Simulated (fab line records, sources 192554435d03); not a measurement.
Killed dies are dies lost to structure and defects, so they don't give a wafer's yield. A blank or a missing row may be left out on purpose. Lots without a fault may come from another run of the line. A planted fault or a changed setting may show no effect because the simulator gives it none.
Chamber matching | flow n5_finfet | N5_FIN_SAQP_PECVD_47 on pecvd-04: 3 sister chambers
The step deposits a-Si from SiH4/He, target thk 45 nm, time 36.3 s. 6 wafers are shown with their chamber, then 11 later ones without.

WAFERS WITH THEIR CHAMBER
wafer  | chamber | throttle_valve_pct (%) | showerhead_plenum_p_Torr (Torr)
L086.4 | 0       | 20.5                   | 5.68
L088.6 | 2       | 17.3                   | 5.61
L090.1 | 2       | 17.4                   | 5.62
L090.2 | 0       | 20.8                   | 5.67
L090.3 | 1       | 17.2                   | 5.70
L091.1 | 1       | 17.2                   | 5.69

WAFERS WITHOUT THEIR CHAMBER
wafer  | throttle_valve_pct (%) | showerhead_plenum_p_Torr (Torr)
L091.4 | 17.4                   | 5.69
L091.6 | 20.7                   | 5.66
L093.3 | 17.2                   | 5.68
L093.4 | 20.4                   | 5.69
L093.6 | 17.3                   | 5.61
L095.2 | 20.6                   | 5.68
L095.3 | 17.4                   | 5.62
L095.6 | 17.3                   | 5.69
L096.1 | 17.3                   | 5.63
L096.2 | 20.7                   | 5.67
L096.5 | 17.3                   | 5.68

WHICH CHAMBER EACH WENT THROUGH
wafer  | from the rows above | in truth
L091.4 | 1                   | 1
L091.6 | 0                   | 0
L093.3 | 1                   | 1
L093.4 | 0                   | 0
L093.6 | 2                   | 2
L095.2 | 0                   | 0
L095.3 | 2                   | 2
L095.6 | 1                   | 1
L096.1 | 2                   | 2
L096.2 | 0                   | 0
L096.5 | 1                   | 1
Placed correctly: 11 of 11. Can't be placed from these rows: 0. Placed wrongly: 0.
How it was worked out, from the rows above alone: a wafer's distance from a chamber is the root of the sum, over the readings, of the square of ((its reading less the chamber's mean) divided by the reading's scatter). The wafer belongs to the nearest chamber; if the next one is less than 2 further off, it can't be placed. A chamber's mean is the mean of its shown wafers. The scatter: the root of (the sum of the squares of (reading less its chamber's mean) over the shown wafers, divided by (wafers less chambers)).
